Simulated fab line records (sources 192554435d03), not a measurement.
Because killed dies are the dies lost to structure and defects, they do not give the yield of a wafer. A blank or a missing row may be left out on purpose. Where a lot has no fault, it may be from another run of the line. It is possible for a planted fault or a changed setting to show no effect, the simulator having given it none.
Matching of chambers -- flow n5_finfet -- N5_HKMG_FIN_STRIP_89 on rie_diel-01 has 4 sister chambers
The step strips SOC in N2/H2, time 20 s. 16 wafers are shown with their chamber, then 8 later ones without.

== WAFERS PAIRED WITH THEIR CHAMBERS ==
wafer,chamber,drypump_motor_current_A (A),showerhead_plenum_p_Torr (Torr),throttle_valve_pct (%)
L078.3,3,6.1,3.31,19.18
L078.5,0,6.0,3.38,18.90
L078.6,1,6.7,3.31,19.37
L080.2,3,6.1,3.31,19.19
L080.3,2,5.2,3.31,19.17
L080.6,3,6.1,3.31,19.16
L082.1,2,5.2,3.31,19.17
L082.2,0,6.0,3.37,18.91
L082.5,0,6.0,3.37,18.90
L084.1,3,6.1,3.31,18.78
L084.5,0,6.0,3.37,18.94
L084.6,2,5.2,3.30,19.20
L089.1,1,6.7,3.30,18.97
L089.2,3,6.1,3.30,18.81
L089.5,3,6.1,3.30,18.80
L093.1,2,5.1,3.30,18.75

SIGNATURES, as means of the wafers listed above
reading,chamber 0,chamber 1,chamber 2,chamber 3,scatter within a chamber
drypump_motor_current_A,6.000,6.700,5.175,6.100,0.025
showerhead_plenum_p_Torr,3.3725,3.3050,3.3050,3.3067,0.00546
throttle_valve_pct,18.9125,19.1700,19.0725,18.9867,0.191
Rule: for a wafer and a chamber, the distance is found by dividing, reading by reading, the gap between the wafer's reading and the chamber's mean by the reading's scatter, squaring, summing and taking the root. If the next closest chamber is less than 2 further off than the closest, the wafer can't be placed; otherwise it belongs to the closest. How the scatter is found: for the shown wafers, subtract from each reading the mean of its chamber, square and add these, divide the total by (wafers less chambers), then take the root.

== WAFERS WHOSE CHAMBER IS MISSING ==
wafer,drypump_motor_current_A (A),showerhead_plenum_p_Torr (Torr),throttle_valve_pct (%)
L093.4,6.0,3.36,18.97
L093.5,5.2,3.30,18.74
L095.2,6.7,3.29,19.00
L095.3,5.1,3.30,18.73
L095.4,6.1,3.29,18.81
L097.1,5.2,3.29,18.76
L097.5,6.1,3.29,18.82
L097.6,6.0,3.35,18.97

== THE CHAMBER EACH PASSED THROUGH ==
wafer,from the rows above,in truth
L093.4,0,0
L093.5,2,2
L095.2,1,1
L095.3,2,2
L095.4,3,3
L097.1,2,2
L097.5,3,3
L097.6,0,0
Correctly placed: 8 of 8. Left unplaced by these rows: 0. Wrongly placed: 0.
